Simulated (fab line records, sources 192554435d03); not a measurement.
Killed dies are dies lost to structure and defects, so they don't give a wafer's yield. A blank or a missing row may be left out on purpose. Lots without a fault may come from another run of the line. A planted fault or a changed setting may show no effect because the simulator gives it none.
Which tool did it? | flow n5_finfet | 22 lots, 66 wafers sampled, at 2 steps of a route of 1938

WHAT THE GAUGES READ, wafer by wafer
N5_DUMMY_GATE_CD_MEAS_50: target cd 14 nm. Usual: cd_nm 14.1 nm, standard deviation 0.43.
lot  | measured    | on        | cd_nm (nm)     | flag
L074 | day 3 01:07 | cd_sem-03 | 13.8 13.7 13.5 |
L075 | day 3 08:46 | cd_sem-01 | 14.1 13.5 14.0 |
L076 | day 3 14:23 | cd_sem-02 | 14.6 14.3 14.4 |
L077 | day 3 18:44 | cd_sem-03 | 13.7 13.9 14.6 |
L078 | day 3 22:55 | cd_sem-01 | 13.9 14.6 14.1 |
L079 | day 4 04:34 | cd_sem-02 | 14.1 13.8 14.3 |
L080 | day 4 11:46 | cd_sem-03 | 14.4 13.6 14.1 |
L082 | day 4 21:43 | cd_sem-02 | 14.3 13.0 13.6 |
L083 | day 5 05:48 | cd_sem-03 | 14.0 13.7 14.8 |
L084 | day 5 13:46 | cd_sem-01 | 13.9 14.7 13.3 |
L085 | day 5 18:40 | cd_sem-03 | 13.8 13.9 13.4 |
L086 | day 6 05:03 | cd_sem-01 | 14.5 14.8 14.6 |
L087 | day 6 06:22 | cd_sem-02 | 14.3 14.0 14.6 |
L089 | day 6 16:32 | cd_sem-03 | 14.2 13.8 13.9 |
L090 | day 6 23:39 | cd_sem-01 | 14.3 14.5 14.0 |
L091 | day 7 03:26 | cd_sem-01 | 13.6 14.1 14.3 |
L092 | day 7 11:26 | cd_sem-02 | 14.3 13.6 14.5 |
L093 | day 7 17:13 | cd_sem-02 | 14.3 14.4 14.3 |
L094 | day 7 23:05 | cd_sem-03 | 14.1 14.6 14.4 |
L095 | day 8 04:30 | cd_sem-01 | 14.3 13.7 13.7 |
L096 | day 8 12:17 | cd_sem-01 | 14.3 13.7 14.2 |
L097 | day 8 17:16 | cd_sem-02 | 14.3 14.5 13.6 |

WHICH TOOL RAN EACH LOT (tool, then ch and the chambers of the sampled wafers, then the start)
lot  | N5_STI_FIN_REVEAL_OXIDATION_31
L074 | plasma_asher-02 ch 0,1, day 2 14:31
L075 | plasma_asher-02 ch 0,1, day 2 21:41
L076 | plasma_asher-02 ch 0, day 2 23:57
L077 | plasma_asher-01 ch 0,1, day 3 08:56
L078 | plasma_asher-02 ch 0,1, day 3 13:01
L079 | plasma_asher-02 ch 0,1, day 3 18:57
L080 | plasma_asher-01 ch 0,1, day 4 02:02
L082 | plasma_asher-01 ch 0,1, day 4 12:06
L083 | plasma_asher-02 ch 0, day 4 20:01
L084 | plasma_asher-01 ch 0,1, day 5 03:38
L085 | plasma_asher-01 ch 0,1, day 5 08:11
L086 | plasma_asher-02 ch 0,1, day 5 15:40
L087 | plasma_asher-02 ch 0,1, day 5 20:39
L089 | plasma_asher-01 ch 0,1, day 6 06:28
L090 | plasma_asher-02 ch 1, day 6 13:53
L091 | plasma_asher-02 ch 0,1, day 6 17:49
L092 | plasma_asher-01 ch 0,1, day 7 01:36
L093 | plasma_asher-01 ch 0,1, day 7 07:31
L094 | plasma_asher-02 ch 0,1, day 7 13:21
L095 | plasma_asher-02 ch 0,1, day 7 18:46
L096 | plasma_asher-02 ch 0,1, day 8 02:22
L097 | plasma_asher-02 ch 0,1, day 8 07:06
- N5_STI_FIN_REVEAL_OXIDATION_31: chemistry O2 PLASMA REMOTE, time 20 s.

WHAT THE TOOLS THEMSELVES READ (means of the sampled wafers that have a number; where no wafer has one, the mark that the record gives instead)
N5_STI_FIN_REVEAL_OXIDATION_31. Usual: drypump_motor_current_A 5.5 A, standard deviation 0.54; heater_power_w 151 W, standard deviation 24; rf_fwd_power_W 1976 W, standard deviation 7.7.
lot  | tool            | drypump_motor_current_A (A) | heater_power_w (W) | rf_fwd_power_W (W) | flag
L074 | plasma_asher-02 | 5.2                         | 172                | 1979               |
L075 | plasma_asher-02 | 5.2                         | 170                | 1978               |
L076 | plasma_asher-02 | 5.5                         | 146                | 1971               |
L077 | plasma_asher-01 | 5.6                         | 137                | 1977               |
L078 | plasma_asher-02 | 5.2                         | 169                | 1981               |
L079 | plasma_asher-02 | 5.4                         | 162                | 1970               |
L080 | plasma_asher-01 | 6.0                         | 127                | 1982               |
L082 | plasma_asher-01 | 5.6                         | 138                | 1968               |
L083 | plasma_asher-02 | 5.5                         | 148                | 1966               |
L084 | plasma_asher-01 | 6.0                         | 127                | 1986               |
L085 | plasma_asher-01 | 5.6                         | 140                | 1972               |
L086 | plasma_asher-02 | 5.2                         | 174                | 1980               |
L087 | plasma_asher-02 | 5.4                         | 159                | 1970               |
L089 | plasma_asher-01 | 5.6                         | 136                | 1981               |
L090 | plasma_asher-02 | 5.1                         | 186                | 1978               |
L091 | plasma_asher-02 | 5.3                         | 158                | 1975               |
L092 | plasma_asher-01 | 6.0                         | 128                | 1980               |
L093 | plasma_asher-01 | 5.6                         | 139                | 1978               |
L094 | plasma_asher-02 | 5.4                         | 159                | 1973               |
L095 | plasma_asher-02 | 5.4                         | 158                | 1967               |
L096 | plasma_asher-02 | 5.4                         | 157                | 1975               |
L097 | plasma_asher-02 | 5.4                         | 158                | 1977               |

THE ANSWER, worked out from the rows above alone
Rule: a lot is off if the mean of its wafers that have a number lies more than 3 standard deviations from the usual mean. A lot without any number at a reading at which 4 lots or more have one is off too. The other lots that the step has rows for count as sound. The gauges are gone through in route order, then the tools' own readings, and for those a lot's mean is taken as printed above. The first step at which some lot is off is used, and at that step the reading that is off furthest; a lot without a number counts as furthest.
No lot is off at any reading shown: from this, nothing can be told.

WHAT THE SIMULATOR HAD PUT IN
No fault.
